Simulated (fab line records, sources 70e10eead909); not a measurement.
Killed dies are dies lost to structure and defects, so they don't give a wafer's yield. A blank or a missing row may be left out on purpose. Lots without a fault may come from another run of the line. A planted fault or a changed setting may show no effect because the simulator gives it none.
fab line records | flow nand_harc
record lots=12 wafers=36 last_day=31
route steps=1302 shown A_CONTACT@1067 END@1302
lots that met no fault: from a run of the same line without faults
start_h: hours from the record's first day to the start of the lot's first wafer shown | wait_h: hours since the lot's step before | " the same as in the row above | L1.1+2: a row that stands for several wafers | - no value, or no start given | * or withheld: withheld | < > ~ a bound
route shown NAME@n: a module of which the file shows steps, and the number in the route of the first | usual: mean/standard deviation of fault-free wafers | same: alike in all rows | chamber/n: place in a boat | sites: the reading at each site | _std_site: their standard deviation | _edge_site: outer sites' mean less inner sites' | radius_mm: how far each site lies from the wafer's centre | mask NAME#n: copy n | behind: the tool/chamber that last shaped the wafer | hold: why the lot was held/for how many hours/how that ended | device: the transistor (n, p or np) that didn't switch | end of line: the same wafers' tests at the end of the route | a step without rows: its recipe alone | killed: dies lost to structure and defects at the first sort, not the wafer's yield | map: a wafer's dies, x killed, . not, _ none there
set.NAME: the setting as run; set.NAME@STEP: as run at that earlier step | model.NAME: the simulator's own value behind a step, which no gauge read
steps of the route over a sample of lots; a table a step, a row a wafer
services: from which hour (start_h, from the record's first day; less than 0 if before it) a tool's chamber was out of use, for how many hours, and why
## steps
# step NHARC_A_CONTACT_DEP_85
# recipe target_thk_a=600 target_thk_nm=60 temp_c=400 pressure_torr=3.5 flow_sccm=200 rf_w=350 material=SiON
# usual heater_power_w=731/120 rf_fwd_power_W=348.4/1.3
# columns lot.wafer tool chamber start_h wait_h heater_power_w rf_fwd_power_W
L109.1 pecvd-01 0 521.91 1.5 813 348.0
L109.2 " 1 " " 762 349.2
L109.5 " 0 " " 804 348.4
L111.2 pecvd-03 2 563.12 1.3 906 348.3
L111.1 " 0 " " 703 349.1
L111.5 " 0 " " 732 349.6
L115.2 pecvd-03 0 573.40 1.2 725 348.1
L115.3 " 1 " " 672 349.8
L115.6 " 0 " " 726 347.8
L114.3 pecvd-01 2 575.12 0.9 508 349.3
L114.6 " 2 " " 517 350.4
L114.4 " 0 " " 784 345.9
L116.2 pecvd-03 1 583.37 1.2 688 348.6
L116.1 " 2 " " 936 346.8
L116.6 " 1 " " 677 349.3
L117.2 pecvd-01 0 598.81 1.2 819 347.3
L117.1 " 1 " " 727 347.3
L117.6 " 1 " " 733 347.2
L119.2 pecvd-01 0 629.42 1.2 711 348.2
L119.6 " 2 " " 522 350.4
L119.4 " 0 " " 733 349.0
L120.3 pecvd-01 0 631.12 0.9 744 346.1
L120.6 " 0 " " 766 345.8
L120.4 " 1 " " 774 346.7
L121.3 pecvd-04 2 651.09 0.9 630 345.9
L121.1 " 1 " " 940 348.0
L121.4 " 1 " " 934 347.8
L123.1 pecvd-01 1 656.30 1.5 785 348.6
L123.3 " 2 " " 591 350.0
L123.4 " 1 " " 795 348.3
L124.1 pecvd-03 0 664.01 1.5 672 348.6
L124.3 " 1 " " 626 349.0
L124.4 " 0 " " 681 346.4
L127.1 pecvd-03 1 697.79 1.5 657 348.6
L127.4 " 2 " " 816 348.7
L127.6 " 0 " " 707 349.5
# step NHARC_A_CONTACT_ETCH_30
# recipe target_depth_a=726 time_s=36.3 cf4_flow_sccm=100 chf3_flow_sccm=30 ar_flow_sccm=0 rf_w=500 bias_w=200 chemistry=CF4/CHF3
# usual drypump_motor_current_A=5.8/0.36 oes_product_au=0.929/0.018 rf_fwd_power_W=492.8/2 rf_vpp_V=369.2/2.6 showerhead_plenum_p_Torr=1.53/0.077 throttle_valve_pct=16.802/0.0095
# columns lot.wafer tool chamber start_h wait_h drypump_motor_current_A oes_product_au rf_fwd_power_W rf_hours_counter_h rf_vpp_V showerhead_plenum_p_Torr throttle_valve_pct
L109.1 rie_diel-02 3 523.20 - 5.9 0.923 493.5 18 368.9 1.48 16.804
L109.2 " 0 " " 6.0 0.915 488.3 18 372.0 1.66 16.780
L109.5 " 2 " " 5.8 0.933 493.8 - 366.3 1.47 16.798
L111.1 rie_diel-02 1 564.81 - 5.7 0.927 493.6 22 366.9 1.48 16.778
L111.2 " 3 " " 5.8 0.943 493.4 25 367.5 1.48 16.812
L111.5 " 0 " " 6.0 0.913 491.3 - 372.8 1.66 16.803
L115.2 rie_diel-01 0 575.07 - 5.0 0.971 494.2 6 369.8 1.54 16.800
L115.3 " 1 " " 6.4 0.943 489.9 6 370.2 1.60 16.808
L115.6 " 3 " " 5.2 0.948 493.9 - 368.0 1.48 16.794
L114.3 rie_diel-06 3 576.65 - 6.0 0.947 493.6 28 370.7 1.60 16.794
L114.4 " 2 " " 5.3 0.923 493.5 30 373.3 1.68 16.813
L114.6 " 0 " " 5.8 0.931 495.5 - 372.5 1.61 16.799
L116.2 rie_diel-02 2 584.67 - 5.8 0.934 493.6 2 367.9 1.46 16.803
L116.1 " 3 " " 5.9 0.920 492.2 2 367.3 1.48 16.817
L116.6 " 1 " " 5.7 0.922 491.8 - 367.1 1.47 16.803
L117.1 rie_diel-01 2 600.24 - 5.7 0.937 490.3 7 366.8 1.50 16.797
L117.2 " 0 " " 5.0 0.927 494.7 15 369.1 1.54 16.802
L117.6 " 1 " " 6.4 0.914 492.6 - 371.5 1.60 16.800
L119.4 rie_diel-02 2 630.82 - 5.8 0.926 492.7 8 366.7 1.46 16.812
L119.2 " 3 " " 5.9 0.928 492.1 5 367.3 1.48 16.807
L119.6 " 2 " " 5.8 0.930 492.6 - 365.6 1.46 16.817
L120.4 rie_diel-02 0 632.44 - 6.0 0.933 489.8 8 373.5 1.66 16.784
L120.3 " 2 " " 5.8 0.939 491.3 8 367.3 1.46 16.794
L120.6 " 0 " " 6.0 0.921 490.2 - 372.9 1.66 16.814
L121.4 rie_diel-02 3 652.58 - 5.9 0.919 493.1 12 367.0 1.48 16.799
L121.3 " 1 " " 5.7 0.927 493.8 14 367.5 1.47 16.808
L121.1 " 2 " " 5.8 0.925 493.3 14 365.9 1.46 16.792
L123.1 rie_diel-06 3 657.76 - 6.0 0.937 495.6 60 371.5 1.59 16.817
L123.4 " 1 " " 6.8 0.924 496.4 55 373.4 1.66 16.809
L123.3 " 2 " " 5.2 0.906 493.0 60 374.3 1.67 16.803
L124.3 rie_diel-02 3 665.41 - 5.9 0.909 494.0 14 366.8 1.48 16.798
L124.1 " 0 " " 6.0 0.797 490.1 16 372.3 1.66 16.799
L124.4 " 1 " " 5.7 0.926 492.5 16 368.9 1.47 16.785
L127.1 rie_diel-02 2 699.04 - 5.8 0.988 491.2 20 366.6 1.46 16.802
L127.4 " 0 " " 6.0 0.834 490.1 19 372.2 1.65 16.802
L127.6 " 2 " " 5.8 0.984 493.8 - 366.6 1.46 16.825
# step NHARC_A_CONTACT_ETCH_138
# recipe source_w=withheld pressure_mtorr=20 bias_v=1200 time_s=311 target_depth_a=19140 ar_flow_sccm=withheld c4f8_flow_sccm=withheld o2_flow_sccm=withheld chemistry=C4F8/O2/Ar
# columns lot.wafer tool chamber start_h wait_h rf_hours_counter_h
L109.1 har_cap_etch-01 1 524.82 0.2 3
L109.2 " 0 " " 3
L109.5 " 1 " " -
L111.2 har_cap_etch-02 0 566.44 0.2 98
L111.1 " 1 " " 98
L111.5 " 0 " " -
L115.2 har_cap_etch-01 1 576.79 0.2 13
L115.3 " 1 " " -
L115.6 " 1 " " -
L114.3 har_cap_etch-03 0 578.36 0.2 -
L114.4 " 1 " " -
L114.6 " 0 " " -
L116.2 har_cap_etch-03 1 586.29 0.2 59
L116.1 " 0 " " 59
L116.6 " 1 " " -
L117.2 har_cap_etch-03 0 601.85 0.2 60
L117.1 " 1 " " 60
L117.6 " 0 " " -
L119.2 har_cap_etch-02 1 632.47 0.2 109
L119.4 " 1 " " -
L119.6 " 1 " " -
L120.4 har_cap_etch-03 1 634.25 0.2 -
L120.3 " 0 " " -
L120.6 " 0 " " -
L121.1 har_cap_etch-01 0 654.25 0.2 29
L121.4 " 1 " " -
L121.3 " 0 " " -
L123.1 har_cap_etch-02 1 659.78 0.3 116
L123.4 " 0 " " -
L123.3 " 1 " " -
L124.1 har_cap_etch-02 0 667.09 0.2 118
L124.4 " 0 " " -
L124.3 " 1 " " -
L127.1 har_cap_etch-03 0 700.66 0.2 77
L127.4 " 1 " " -
L127.6 " 1 " " -
# step NHARC_A_CONTACT_ETCH_92
# recipe target_depth_a=400 over_etch_frac=0.5 time_s=85.7 ion_energy_ev=120 ch3f_flow_sccm=50 o2_flow_sccm=30 ar_flow_sccm=200 rf_w=500 bias_w=100 chemistry=CH3F/O2
# usual drypump_motor_current_A=5.9/0.42 oes_product_au=0.933/0.028 rf_fwd_power_W=496.4/1.5 rf_vpp_V=244.2/2.1 showerhead_plenum_p_Torr=2.44/0.14 throttle_valve_pct=20.664/0.009
# columns lot.wafer tool chamber start_h wait_h drypump_motor_current_A oes_product_au rf_fwd_power_W rf_hours_counter_h rf_vpp_V showerhead_plenum_p_Torr throttle_valve_pct
L109.1 rie_diel-06 0 525.65 0.5 5.8 0.920 496.0 11 246.2 2.52 20.674
L109.2 " 1 " " 6.8 0.909 497.9 9 245.7 2.61 20.675
L109.5 " 1 " " 6.8 0.912 498.2 - 246.0 2.61 20.651
L111.1 rie_diel-06 1 567.31 0.5 6.8 0.916 496.7 25 248.3 2.61 20.669
L111.2 " 2 " " 5.3 0.924 494.2 25 247.1 2.63 20.654
L111.5 " 1 " " 6.8 0.914 496.9 - 245.3 2.60 20.663
L115.3 rie_diel-06 1 577.64 0.4 6.8 0.922 498.0 29 245.2 2.60 20.647
L115.2 " 2 " " 5.3 0.919 496.9 30 246.5 2.63 20.641
L115.6 " 1 " " 6.8 0.915 499.6 - 247.3 2.60 20.668
L114.4 rie_diel-02 3 580.28 1.6 5.9 0.982 497.2 0 241.8 2.31 20.664
L114.3 " 0 " " 6.0 0.993 495.0 0 248.2 2.60 20.654
L114.6 " 3 " " 5.8 0.996 495.2 - 241.9 2.31 20.663
L116.2 rie_diel-02 2 587.12 0.5 5.8 0.941 496.5 2 242.0 2.28 20.653
L116.1 " 0 " " 6.0 0.933 496.3 2 246.5 2.60 20.671
L116.6 " 2 " " 5.8 0.947 494.9 - 240.7 2.28 20.654
L117.2 rie_diel-02 3 602.70 0.5 5.9 0.908 497.0 4 243.5 2.31 20.681
L117.1 " 1 " " 5.7 0.923 498.7 4 242.0 2.30 20.659
L117.6 " 2 " " 5.8 0.936 496.0 - 241.3 2.28 20.660
L119.2 rie_diel-06 1 633.26 0.5 6.8 0.904 495.2 46 246.0 2.60 20.670
L119.4 " 0 " " 5.8 0.909 493.4 46 245.5 2.51 20.660
L119.6 " 2 " " 5.2 0.916 497.2 - 247.7 2.62 20.650
L120.3 rie_diel-01 0 635.02 0.4 5.0 0.999 499.0 28 243.7 2.40 20.659
L120.4 " 1 " " 6.4 0.999 495.5 27 243.7 2.49 20.662
L120.6 " 3 " " 5.2 1.004 494.4 - 243.1 2.30 20.683
L121.4 rie_diel-02 3 655.04 0.4 5.9 0.917 495.2 13 242.8 2.30 20.667
L121.3 " 0 " " 6.0 0.920 495.2 14 245.5 2.59 20.665
L121.1 " 1 " " 5.7 0.922 496.6 14 241.7 2.30 20.662
L123.1 rie_diel-06 1 660.73 0.5 6.7 0.907 496.7 55 246.2 2.59 20.667
L123.3 " 2 " " 5.2 0.905 495.0 61 245.8 2.61 20.662
L123.4 " 0 " " 5.8 0.922 498.2 55 244.8 2.50 20.661
L124.3 rie_diel-02 3 667.93 0.4 5.9 0.921 494.4 15 242.1 2.30 20.682
L124.1 " 0 " " 6.0 0.934 495.0 16 246.4 2.59 20.664
L124.4 " 1 " " 5.7 0.927 494.3 17 241.9 2.30 20.671
L127.4 rie_diel-02 0 701.50 0.4 6.0 0.921 498.2 20 247.8 2.59 20.671
L127.1 " 2 " " 5.8 0.935 495.7 21 242.5 2.28 20.661
L127.6 " 3 " " 5.9 0.916 497.1 - 242.2 2.30 20.658
# step NHARC_END_SORT_01
# recipe temp_c=25
# usual killed_at_array=47/18 killed_at_other=0.9/1.1 killed_at_periphery=4/3.1 killed_dies=52/18 killed_open=3.1/1.5 killed_short=2.4/1.5
# same gross_dies=677
# columns lot.wafer tool chamber start_h wait_h killed_at_array killed_at_other killed_at_periphery killed_dies killed_open killed_short
L124.1 prober-01 0 714.05 2.5 293 0 1 294 4 3
L124.3 prober-01 0 715.68 3.1 30 2 2 34 1 2
L124.4 prober-01 0 716.49 3.4 48 1 1 50 3 2
L127.1 prober-01 0 750.10 2.5 44 2 1 47 0 2
L127.4 prober-01 0 752.50 3.4 255 0 2 257 3 4
L127.6 prober-01 0 754.10 4.0 57 0 2 59 5 1
# killed by level:class
L124.1 A_CONTACT:area_etch=246 A_CHANNEL_HOLE_D2:chamber_film_flake=21 A_CHANNEL_HOLE_D1:chamber_film_flake=9 A_SLIT:chamber_film_flake=5 A_STAIRCASE:chamber_film_flake=3 A_CHANNEL_FILL_D2:chamber_film_flake=2 P_GATE:geometric_particle:open=1 A_ONON_D1:geometric_particle:open=1
L124.3 A_CHANNEL_HOLE_D2:chamber_film_flake=14 A_STAIRCASE:chamber_film_flake=5 A_CHANNEL_HOLE_D1:chamber_film_flake=4 A_CHANNEL_FILL_D2:chamber_film_flake=2 THIN_TSV:chamber_film_flake=2 A_CONTACT:chamber_film_flake=2 P_CONTACT:geometric_particle:short=1 A_CHANNEL_FILL_D2:geometric_particle:short=1
L124.4 A_CHANNEL_HOLE_D2:chamber_film_flake=19 A_SLIT:chamber_film_flake=7 A_CHANNEL_HOLE_D1:chamber_film_flake=6 A_STAIRCASE:chamber_film_flake=6 A_CHANNEL_FILL_D2:chamber_film_flake=3 A_CONTACT:chamber_film_flake=3 P_CONTACT:geometric_particle:open=1 A_DECK1_JOINT:geometric_particle:short=1
L127.1 A_CHANNEL_HOLE_D2:chamber_film_flake=19 A_CHANNEL_HOLE_D1:chamber_film_flake=7 A_STAIRCASE:chamber_film_flake=6 A_WL_FILL:chamber_film_flake=5 A_SLIT:chamber_film_flake=2 A_CONTACT:chamber_film_flake=2 A_M0:chamber_film_flake=2 THIN_TSV:chamber_film_flake=2
L127.4 A_CONTACT:area_etch=205 A_CHANNEL_HOLE_D2:chamber_film_flake=14 A_CHANNEL_HOLE_D1:chamber_film_flake=7 A_SLIT:chamber_film_flake=7 A_M0:chamber_film_flake=7 A_WL_FILL:chamber_film_flake=4 A_STAIRCASE:chamber_film_flake=3 P_GATE:geometric_particle:short=1
L127.6 A_CHANNEL_HOLE_D2:chamber_film_flake=23 A_CHANNEL_HOLE_D1:chamber_film_flake=8 A_STAIRCASE:chamber_film_flake=6 A_SLIT:chamber_film_flake=6 A_M0:chamber_film_flake=5 A_WL_FILL:chamber_film_flake=2 P_M0:geometric_particle:open=1 A_SOURCE_PLATE:geometric_particle:open=1
## services
# columns tool chamber start_h hours kind
rie_diel-02 0 501.27 - clean
rie_diel-02 1 501.27 - clean
rie_diel-02 2 501.27 - clean
rie_diel-02 3 501.27 - clean
pecvd-03 2 520.21 4.9 repair
rie_diel-02 0 525.81 - clean
rie_diel-02 1 525.81 - clean
rie_diel-02 2 525.81 - clean
rie_diel-02 3 525.81 - clean
rie_diel-02 3 533.19 15.8 repair
pecvd-03 - 547.13 13.0 pm
rie_diel-01 - 558.16 9.0 pm
rie_diel-02 - 571.27 9.0 pm
har_cap_etch-02 - 575.92 1.2 repair
pecvd-04 2 581.28 10.2 repair
har_cap_etch-02 - 592.77 0.2 repair
rie_diel-06 0 608.46 4.5 repair
rie_diel-02 3 610.42 14.1 repair
pecvd-04 1 612.02 3.6 repair
pecvd-03 0 613.93 14.7 repair
pecvd-04 - 631.26 13.0 pm
rie_diel-01 1 638.37 6.7 repair
rie_diel-06 - 661.47 9.0 pm
pecvd-01 - 673.04 13.0 pm
## key
first_sign step=NHARC_A_CONTACT_ETCH_30 reading=oes_product_au direction=down sigmas=6.4 usual=0.929 struck=0.816
effect step=NHARC_END_SORT_01 reading=killed_at_array direction=up sigmas=13 usual=47 struck=274
more_kills_born_at NHARC_A_CONTACT_ETCH_30@rie_diel-02=451
met_at NHARC_A_CONTACT_ETCH_30
struck_lots L124,L127
struck_wafers L124.1,L127.4
tester_left_out L124,L127
not_acting_at NHARC_A_CONTACT_DEP_85,NHARC_A_CONTACT_ETCH_138,NHARC_A_CONTACT_ETCH_92
onset_between 632.44 665.41
fault kind=process_parameter_drift tool=rie_diel-02 chamber=0 onset_h=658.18 steps=NHARC_A_CONTACT_ETCH_30 channel=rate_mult offset=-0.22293 shape=step end_h=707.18
# tester_left_out: of these lots the tester's yield and bins aren't shown, on N5 and GAA mostly nor the transistor test; their killed dies are dies lost to structure and defects alone, not to doping, threshold or leakage, so they don't give the yield
